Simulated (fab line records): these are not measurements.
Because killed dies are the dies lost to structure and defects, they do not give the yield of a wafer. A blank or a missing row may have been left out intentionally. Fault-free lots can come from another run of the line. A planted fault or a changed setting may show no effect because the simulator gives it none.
Which tool is to blame? || flow n5Finfet || 7 lots with 21 wafers sampled at 3 steps, on a route of 1938 steps

## WHAT THE GAUGES READ, wafer by wafer
N5_BEOL_M11_CD_MEAS_18: pitch 140 nm, target cd 70 nm.
{"lot": "L108", "measured": "day 11 17:22", "on": "cdSem-01", "cdNm (nm)": "69.8 68.7 68.9"}
{"lot": "L110", "measured": "day 12 16:43", "on": "cdSem-03", "cdNm (nm)": "70.8 69.4 70.0"}
{"lot": "L117", "measured": "day 13 22:04", "on": "cdSem-01", "cdNm (nm)": "69.5 68.8 68.7"}
{"lot": "L118", "measured": "day 14 13:24", "on": "cdSem-03", "cdNm (nm)": "70.0 69.9 69.6"}
{"lot": "L121", "measured": "day 15 14:38", "on": "cdSem-02", "cdNm (nm)": "68.9 69.4 69.1"}
{"lot": "L124", "measured": "day 16 15:37", "on": "cdSem-01", "cdNm (nm)": "70.0 69.4 70.0"}
{"lot": "L125", "measured": "day 16 19:58", "on": "cdSem-03", "cdNm (nm)": "69.3 69.7 69.6"}

## EACH LOT AND THE TOOL THAT RAN IT (in order: tool; ch and the chambers of the sampled wafers; start)
{"lot": "L108", "N5_BEOL_M11_CURE_71": "uvCure-03 ch 2, day 11 15:22", "N5_BEOL_M11_STRIP_67": "rieDiel-02 ch 1,2,3, day 11 17:07"}
{"lot": "L110", "N5_BEOL_M11_CURE_71": "uvCure-02 ch 2, day 12 14:04", "N5_BEOL_M11_STRIP_67": "rieDiel-04 ch 2,3, day 12 16:24"}
{"lot": "L117", "N5_BEOL_M11_CURE_71": "uvCure-02 ch 0, day 13 18:55", "N5_BEOL_M11_STRIP_67": "rieDiel-03 ch 0,1,2, day 13 21:49"}
{"lot": "L118", "N5_BEOL_M11_CURE_71": "uvCure-01 ch 2, day 14 10:17", "N5_BEOL_M11_STRIP_67": "rieDiel-02 ch 0,1,3, day 14 13:11"}
{"lot": "L121", "N5_BEOL_M11_CURE_71": "uvCure-03 ch 0, day 15 13:02", "N5_BEOL_M11_STRIP_67": "rieDiel-03 ch 0,1,2, day 15 14:20"}
{"lot": "L124", "N5_BEOL_M11_CURE_71": "uvCure-01 ch 2, day 16 12:40", "N5_BEOL_M11_STRIP_67": "rieDiel-03 ch 1,2,3, day 16 15:15"}
{"lot": "L125", "N5_BEOL_M11_CURE_71": "uvCure-03 ch 0, day 16 17:13", "N5_BEOL_M11_STRIP_67": "rieDiel-04 ch 1,2, day 16 19:43"}
- N5_BEOL_M11_CURE_71: cures SiCOH lowk, time 240 s.
- N5_BEOL_M11_STRIP_67: strips in CF4.

## THE ANSWER, worked out from the rows above alone
Rule: the usual values come from the lots themselves. The widest of any qualifying gaps counts: lots, ordered by their means at a reading, are off when they make up no more than a third of the lots, leave a main group of 4 or more, and stand apart from it by 3 or more times the standard deviation of that group's means. The tables above print the reading to a certain number of digits; a main group whose means all agree to those digits is not used. A lot without any number at a reading at which 4 lots or more have one is off too. Where the step has rows for the other lots, those lots are counted as sound.
Nothing can be told from this: no lot is off at any reading shown.

## WHAT THE SIMULATOR HAD INSERTED
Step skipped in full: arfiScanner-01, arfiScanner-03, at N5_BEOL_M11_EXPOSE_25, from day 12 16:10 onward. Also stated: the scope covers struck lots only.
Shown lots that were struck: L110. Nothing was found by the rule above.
